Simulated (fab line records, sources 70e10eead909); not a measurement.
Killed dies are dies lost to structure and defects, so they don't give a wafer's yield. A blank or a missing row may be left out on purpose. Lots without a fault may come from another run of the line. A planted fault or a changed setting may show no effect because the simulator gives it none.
Chamber matching | flow nand_harc | NHARC_A_SLIT_ETCH_29 on rie_diel-13: 4 sister chambers
The step etches the open film in CF4/O2, target depth 100 nm, overetch 10 nm, time 55 s. 8 wafers are shown with their chamber, then 7 later ones without.

WAFERS WITH THEIR CHAMBER
wafer  | chamber | drypump_motor_current_A (A) | oes_product_au (a.u.)
L081.1 | 0       | 5.0                         | 1.017
L081.3 | 1       | 5.2                         | 1.010
L081.6 | 2       | 5.0                         | 0.998
L085.2 | 3       | 6.3                         | 1.007
L085.3 | 1       | 5.2                         | 0.999
L085.4 | 2       | 5.0                         | 0.992
L084.1 | 0       | 5.1                         | 1.014
L084.2 | 3       | 6.3                         | 1.000

WAFERS WITHOUT THEIR CHAMBER
wafer  | drypump_motor_current_A (A) | oes_product_au (a.u.)
L084.4 | 5.0                         | 1.010
L090.2 | 5.1                         | 1.015
L090.5 | 5.2                         | 1.012
L090.6 | 5.0                         | 1.006
L097.3 | 6.3                         | 0.993
L097.4 | 5.2                         | 1.014
L097.6 | 5.2                         | 1.007

WHICH CHAMBER EACH WENT THROUGH
wafer  | from the rows above     | in truth
L084.4 | can't be placed: 0 or 2 | 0
L090.2 | 0                       | 0
L090.5 | 1                       | 1
L090.6 | can't be placed: 2 or 0 | 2
L097.3 | 3                       | 3
L097.4 | 1                       | 1
L097.6 | 1                       | 1
Placed correctly: 5 of 7. Can't be placed from these rows: 2 (the true chamber is among the candidates in 2). Placed wrongly: 0.
How it was worked out, from the rows above alone: a wafer's distance from a chamber is the root of the sum, over the readings, of the square of ((its reading less the chamber's mean) divided by the reading's scatter). The wafer belongs to the nearest chamber; if the next one is less than 2 further off, it can't be placed. A chamber's mean is the mean of its shown wafers. The scatter: the root of (the sum of the squares of (reading less its chamber's mean) over the shown wafers, divided by (wafers less chambers)).
